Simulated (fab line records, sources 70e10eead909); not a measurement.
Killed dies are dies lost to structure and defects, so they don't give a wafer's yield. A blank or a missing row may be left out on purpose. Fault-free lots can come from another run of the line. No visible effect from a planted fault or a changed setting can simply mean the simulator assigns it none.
Code-filled problem report in 8D (eight disciplines) form + flow nand_harc + the parts of the form that need people (team, actions taken, sign-off) are left out

== 1. THE ISSUE ==
At NHARC_A_CHANNEL_FILL_D1_ETCHBACK_19, oes_product_au averages 0.761 a.u. over 3 wafers from 3 lots, while fault-free wafers read 0.998 a.u., standard deviation 0.0097. Relative to the usual mean, that is a shift of -24 standard deviations.
The step: etches the open film in HBr/Cl2, target depth 5 nm, time 1.7 s.
First observed at day 13 20:11: wafer L497.6, on rie_si-05. The record has a number at this step for 20 wafers belonging to 7 lots. The rule behind "out" and "out of limits": a value lying over 4 standard deviations away from the usual mean. Any other wafer with a number is counted as sound.

== 2. WHAT THIS IS AND IS NOT ==
| question                    | is                     | is not                                                                          |
|-----------------------------|------------------------|---------------------------------------------------------------------------------|
| which readings at this step | oes_product_au         | drypump_motor_current_A, throttle_valve_pct                                     |
| which lots                  | L497, L500, L503       | L483, L487, L496, L506                                                          |
| which wafers of those lots  | L497.6, L500.6, L503.6 | L497.1, L500.1, L500.2, L503.1, L503.5                                          |
| read on which tools         | rie_si-05              | rie_si-01, rie_si-04                                                            |
| when                        | from day 13 20:11      | up to then (10 sound wafers); but 7 sound wafers of L500, L503, L506 came after |

== 3. WHAT RULES OUT EACH SUSPECT ==
Counting: if a tool at a process step up to the reading ran every lot that is out, it stays a suspect. Sound lots after the first of them don't rule it out here, since some wafers of a struck lot are sound.
- ald_hk-04 at NHARC_A_CHANNEL_FILL_D1_ALD_02 (deposits SiO2, target thk 6 nm, pulse time 10 s, ald cycles 60): kept. It processed each lot that is out (first: L497, day 12 20:07); up to then, its last sound lot is L496 (day 11 17:28).
- ald_sin_batch-02 at NHARC_A_CHANNEL_FILL_D1_ALD_03 (deposits SiNx, target thk 6 nm, pulse time 60 s, ald cycles 58): kept. It processed each lot that is out (first: L497, day 13 08:32); up to then, its last sound lot is L483 (day 9 13:08). NHARC_A_CHANNEL_FILL_D1_ALD_03 gives no start for some lots, so the hours and the order of its lots are those of NHARC_A_CHANNEL_FILL_D1_ALD_16.
- rie_si-05 at NHARC_A_CHANNEL_FILL_D1_ETCHBACK_19 (etches the open film in HBr/Cl2, target depth 5 nm, time 1.7 s): kept. It processed each lot that is out (first: L497, day 13 20:11); up to then, its last sound lot is L487 (day 10 11:24). On those wafers its own readings are out: oes_product_au.
Left after counting: ald_hk-04 at NHARC_A_CHANNEL_FILL_D1_ALD_02, ald_sin_batch-02 at NHARC_A_CHANNEL_FILL_D1_ALD_03, rie_si-05 at NHARC_A_CHANNEL_FILL_D1_ETCHBACK_19.

== 4. THE CAUSE (what the simulator had put in) ==
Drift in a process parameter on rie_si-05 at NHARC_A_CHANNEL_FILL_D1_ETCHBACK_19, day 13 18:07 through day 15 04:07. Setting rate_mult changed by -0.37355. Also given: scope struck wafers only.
Counting leaves 3 suspects; this tool is one of them.

== 5. SEQUENCE OF EFFECTS, ordered by route ==
Each row: a reading where the mean over the struck wafers with a number is more than 3 standard deviations away from the usual. Readings are gone through only where the record gives a usual standard deviation; hours: the median, over the lots, of the time from a lot's start at the first step in this table giving one to that lot's start at this step; sigmas: the change measured in usual standard deviations.
| hours | step                                | reading        | usual      | on struck wafers | change | sigmas |
|-------|-------------------------------------|----------------|------------|------------------|--------|--------|
| 0     | NHARC_A_CHANNEL_FILL_D1_ETCHBACK_19 | oes_product_au | 0.998 a.u. | 0.761            | -0.237 | -24    |
It contains these process steps:
- NHARC_A_CHANNEL_FILL_D1_ETCHBACK_19: etches the open film in HBr/Cl2, target depth 5 nm, time 1.7 s.
Later steps that measure or inspect, where all struck wafers having a row at the step show a number for every such reading and not one has moved that far: NHARC_END_SORT_01.

== 6. HOW IT WOULD HAVE BEEN CAUGHT EARLIER ==
In this record the first reading out of limits was taken at day 13 20:11, 2 hours after the fault began at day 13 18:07.
